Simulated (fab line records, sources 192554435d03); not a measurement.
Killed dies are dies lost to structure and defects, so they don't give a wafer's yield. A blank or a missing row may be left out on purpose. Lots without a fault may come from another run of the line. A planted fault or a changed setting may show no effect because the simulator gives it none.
Split-lot experiment | flow n5_finfet | 7 lots, 21 wafers read, on a route of 1938 steps

THE SPLIT
At N5_BEOL_M1_COAT_68 (time 60 s, resist thk 12 nm), the setting spin_rpm was moved away from the recipe's 1500 rpm on 7 of the 21 wafers read, by -10.1% to +8.3%. The other wafers ran this setting at the recipe's value.

FROM THE SPLIT TO THE READING: what the file shows between them, 3 steps
- N5_BEOL_M1_ETCH_77: etches underlayer in N2/H2, target depth 6.5 nm, time 5.2 s (also split here: source_w)
- N5_BEOL_M1_ETCH_69: etches SiARC in CF4, target depth 15.6 nm, time 26 s
- N5_BEOL_M1_ALD_98: deposits SiO2, target thk 2.5 nm, pulse time 1 s, co reactant pulse time 1 s

THE READING
CAR-EUV_of_BEOL_M1_COAT_22.thk_nm (the simulator's own value, which no gauge read), in nm, at N5_BEOL_M1_ETCHBACK_99 (etches SiO2 in CHF3, target depth 5 nm, time 10.4 s). The file gives no usual value for it. The 14 wafers here that ran the recipe average 10.4 nm, standard deviation 0.091 nm.

wafer  | tool, chamber at the split | spin_rpm as run, rpm | against the recipe | CAR-EUV_of_BEOL_M1_COAT_22.thk_nm, nm | against lot-mates on the recipe
L074.4 | litho_track-03, 0          | 1500                 | recipe             | 10.4                                  | -
L074.5 | litho_track-03, 0          | 1500                 | recipe             | 10.4                                  | -
L074.6 | litho_track-03, 0          | 1625                 | +8.3%              | 10.8                                  | +0.4
L081.1 | litho_track-04, 0          | 1581                 | +5.4%              | 10.8                                  | +0.4
L081.5 | litho_track-04, 0          | 1581                 | +5.4%              | 10.4                                  | +0.0
L081.6 | litho_track-04, 0          | 1500                 | recipe             | 10.4                                  | -
L084.2 | litho_track-03, 0          | 1500                 | recipe             | 10.4                                  | -
L084.6 | litho_track-03, 0          | 1500                 | recipe             | 10.4                                  | -
L084.4 | litho_track-03, 0          | 1381                 | -7.9%              | 10                                    | -0.4
L086.2 | litho_track-03, 0          | 1500                 | recipe             | 10.4                                  | -
L086.3 | litho_track-03, 0          | 1500                 | recipe             | 10.4                                  | -
L086.4 | litho_track-03, 0          | 1500                 | recipe             | 10.4                                  | -
L088.2 | litho_track-03, 0          | 1500                 | recipe             | 10.4                                  | -
L088.4 | litho_track-03, 0          | 1500                 | recipe             | 10.6                                  | -
L088.6 | litho_track-03, 0          | 1442                 | -3.9%              | 10.2                                  | -0.3
L093.1 | litho_track-04, 0          | 1348                 | -10.1%             | 9.8                                   | -0.6
L093.2 | litho_track-04, 0          | 1500                 | recipe             | 10.4                                  | -
L093.3 | litho_track-04, 0          | 1348                 | -10.1%             | 10                                    | -0.4
L094.2 | litho_track-03, 0          | 1500                 | recipe             | 10.4                                  | -
L094.3 | litho_track-03, 0          | 1500                 | recipe             | 10.2                                  | -
L094.4 | litho_track-03, 0          | 1500                 | recipe             | 10.2                                  | -

THE FIT
A straight line over all 21 wafers: CAR-EUV_of_BEOL_M1_COAT_22.thk_nm changes by +0.047 nm for each +1% of spin_rpm; r = +0.90; the points scatter about the line by 0.11 nm.
The same after taking each lot's own level away (the mean of its wafers on the recipe; 21 wafers): +0.0481 nm for each +1%; r = +0.92; scatter 0.093 nm.
On that fit, the largest move of spin_rpm shifts the reading by 0.49 nm.
The lots' own levels span 10.27 to 10.50 nm, that is 2.6 times the standard deviation above.
So the lot-to-lot level changes the slope little: the two slopes agree.
Check: with one of the wafers moved furthest among these (-10.1%) left out of the fit, the line predicts -0.464 nm for it against its lot-mates. It came out at -0.6 nm against them.

OTHER SPLITS ON THESE WAFERS
These wafers also went through other splits before the reading. Each is held against what the fit with the lots' levels taken away leaves over:
other split on the same wafers            | wafers away from the commonest value | r with CAR-EUV_of_BEOL_M1_COAT_22.thk_nm (lot level and that fit taken away)
N5_MOL_CONTACT_COAG_COAT_75 spin_rpm      | 5                                    | -0.03
N5_MOL_CONTACT_COAG_VIA_ETCH_117 bias_w   | 6                                    | -0.15
N5_MOL_CONTACT_COAG_CVD_140 target_thk_a  | 9                                    | +0.02
N5_BEOL_M0_CUTY_ETCH_63 time_s            | 9                                    | -0.36
N5_BEOL_M0_TRENCH_ETCH_107 target_depth_a | 6                                    | -0.22
N5_BEOL_M1_ETCH_77 source_w               | 4                                    | -0.41

THE WHOLE CHAIN: every reading that the file lists as answering this split, in the file's order
step                   | what it does                                         | reading                                                                            | change (the file's fit)                | r (the file's)
N5_BEOL_M1_COAT_68     | time 60 s, resist thk 12 nm                          | SiARC_of_BEOL_M1_COAT_68.thk_nm (the simulator's own value, which no gauge read)   | -0.0593 nm for each +1% of the setting | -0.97
N5_BEOL_M1_ETCH_69     | etches SiARC in CF4, target depth 15.6 nm, time 26 s | etch.depth_nm (the simulator's own value, which no gauge read)                     | -0.0611 nm for each +1% of the setting | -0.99
N5_BEOL_M1_ETCH_69     | etches SiARC in CF4, target depth 15.6 nm, time 26 s | CAR-EUV_of_BEOL_M1_COAT_22.thk_nm (the simulator's own value, which no gauge read) | +0.0475 nm for each +1% of the setting | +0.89
N5_BEOL_M1_ETCHBACK_99 | etches SiO2 in CHF3, target depth 5 nm, time 10.4 s  | CAR-EUV_of_BEOL_M1_COAT_22.thk_nm (the simulator's own value, which no gauge read) | +0.0495 nm for each +1% of the setting | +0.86

THE FILE'S OWN FIT
CAR-EUV_of_BEOL_M1_COAT_22.thk_nm changes by +0.0495 nm for each +1% of spin_rpm, r = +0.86.
